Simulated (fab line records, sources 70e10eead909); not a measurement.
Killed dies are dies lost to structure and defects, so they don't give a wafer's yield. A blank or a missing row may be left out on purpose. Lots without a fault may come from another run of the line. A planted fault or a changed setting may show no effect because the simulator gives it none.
Chamber matching | flow nand_harc | NHARC_A_CHANNEL_HOLE_D1_ETCH_38 on rie_diel-03: 4 sister chambers
The step etches the open film in CF4, target depth 39 nm, time 65 s. 14 wafers are shown with their chamber, then 7 later ones without.

WAFERS WITH THEIR CHAMBER
wafer  | chamber | showerhead_plenum_p_Torr (Torr) | drypump_motor_current_A (A) | oes_product_au (a.u.)
L074.2 | 1       | 1.69                            | 6.1                         | 1.018
L074.4 | 1       | 1.69                            | 6.1                         | 1.023
L074.6 | 3       | 1.74                            | 6.4                         | 1.005
L077.2 | 0       | 1.90                            | 5.6                         | 1.009
L077.4 | 0       | 1.90                            | 5.6                         | 1.015
L077.5 | 0       | 1.90                            | 5.6                         | 1.016
L088.1 | 3       | 1.74                            | 6.4                         | 0.975
L088.3 | 0       | 1.90                            | 5.6                         | 1.029
L088.6 | 2       | 1.81                            | 5.3                         | 1.004
L090.2 | 1       | 1.69                            | 6.1                         | 1.009
L090.4 | 0       | 1.90                            | 5.5                         | 1.025
L090.5 | 3       | 1.73                            | 6.4                         | 0.984
L093.1 | 3       | 1.73                            | 6.4                         | 0.978
L093.2 | 0       | 1.90                            | 5.5                         | 1.025

SIGNATURES (means of the wafers above)
reading                  | chamber 0 | chamber 1 | chamber 2 | chamber 3 | scatter within a chamber
showerhead_plenum_p_Torr | 1.9000    | 1.6900    | 1.8100    | 1.7350    | 0.00316
drypump_motor_current_A  | 5.567     | 6.100     | 5.300     | 6.400     | 0.0365
oes_product_au           | 1.01983   | 1.01667   | 1.00400   | 0.98550   | 0.00971
Rule: a wafer's distance from a chamber is the root of the sum, over the readings, of the square of ((its reading less the chamber's mean) divided by the reading's scatter). The wafer belongs to the nearest chamber; if the next one is less than 2 further off, it can't be placed. The scatter: the root of (the sum of the squares of (reading less its chamber's mean) over the shown wafers, divided by (wafers less chambers)).

WAFERS WITHOUT THEIR CHAMBER
wafer  | showerhead_plenum_p_Torr (Torr) | drypump_motor_current_A (A) | oes_product_au (a.u.)
L093.6 | 1.90                            | 5.6                         | 1.017
L094.2 | 1.81                            | 5.3                         | 1.009
L094.5 | 1.90                            | 5.6                         | 1.039
L094.6 | 1.81                            | 5.3                         | 1.012
L097.3 | 1.90                            | 5.6                         | 1.027
L097.4 | 1.69                            | 6.1                         | 1.004
L097.6 | 1.68                            | 6.1                         | 0.996

WHICH CHAMBER EACH WENT THROUGH
wafer  | from the rows above | in truth
L093.6 | 0                   | 0
L094.2 | 2                   | 2
L094.5 | 0                   | 0
L094.6 | 2                   | 2
L097.3 | 0                   | 0
L097.4 | 1                   | 1
L097.6 | 1                   | 1
Placed correctly: 7 of 7. Can't be placed from these rows: 0. Placed wrongly: 0.
